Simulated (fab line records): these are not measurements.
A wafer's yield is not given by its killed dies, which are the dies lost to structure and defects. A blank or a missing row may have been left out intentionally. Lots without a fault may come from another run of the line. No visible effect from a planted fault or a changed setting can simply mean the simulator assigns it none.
Matching of chambers / flow n5-finfet / cmp-02 running N5_ILD0_CMP_07: 4 sister chambers
The step polishes SiO2 flowable, stops on poly-Si, t overpolish 1.18 s, target thk 138.88 nm. 4 wafers are shown with their chamber, then 10 later ones without.

## WAFERS, EACH WITH ITS CHAMBER
wafer=L083.2; chamber=1; motor-current-A (A)=12.2
wafer=L083.6; chamber=3; motor-current-A (A)=10.3
wafer=L088.2; chamber=0; motor-current-A (A)=10.3
wafer=L088.3; chamber=2; motor-current-A (A)=11.6

## WAFERS WITH NO CHAMBER GIVEN
wafer=L088.5; motor-current-A (A)=11.3
wafer=L090.2; motor-current-A (A)=12.0
wafer=L090.3; motor-current-A (A)=10.7
wafer=L090.4; motor-current-A (A)=10.5
wafer=L091.1; motor-current-A (A)=13.2
wafer=L091.3; motor-current-A (A)=11.7
wafer=L091.6; motor-current-A (A)=10.3
wafer=L096.4; motor-current-A (A)=10.9
wafer=L096.5; motor-current-A (A)=11.4
wafer=L096.6; motor-current-A (A)=10.7

## THE CHAMBER EACH PASSED THROUGH
wafer=L088.5; from the rows above=can't be placed: 2 or 1 or 0 or 3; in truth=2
wafer=L090.2; from the rows above=can't be placed: 1 or 2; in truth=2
wafer=L090.3; from the rows above=can't be placed: 0 or 3 or 2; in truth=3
wafer=L090.4; from the rows above=can't be placed: 0 or 3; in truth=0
wafer=L091.1; from the rows above=can't be placed: 1 or 2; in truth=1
wafer=L091.3; from the rows above=can't be placed: 2 or 1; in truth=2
wafer=L091.6; from the rows above=can't be placed: 0 or 3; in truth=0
wafer=L096.4; from the rows above=can't be placed: 0 or 3 or 2 or 1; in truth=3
wafer=L096.5; from the rows above=can't be placed: 2 or 1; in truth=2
wafer=L096.6; from the rows above=can't be placed: 0 or 3 or 2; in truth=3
Correctly placed: 0 of 10. Unplaceable from these rows: 10, with the true chamber sitting among the candidates in 10. Number placed wrongly: 0.
How it was worked out, from the rows above alone: a wafer's distance from a chamber is the root of the sum, over the readings, of the square of ((its reading less the chamber's mean) divided by the reading's scatter). The wafer belongs to the nearest chamber; if the next one is less than 2 further off, it can't be placed. The mean given for a chamber averages the wafers shown for that chamber. The scatter: root of mean squared gap, hidden wafer to nearest shown wafer, with one shown wafer a chamber.
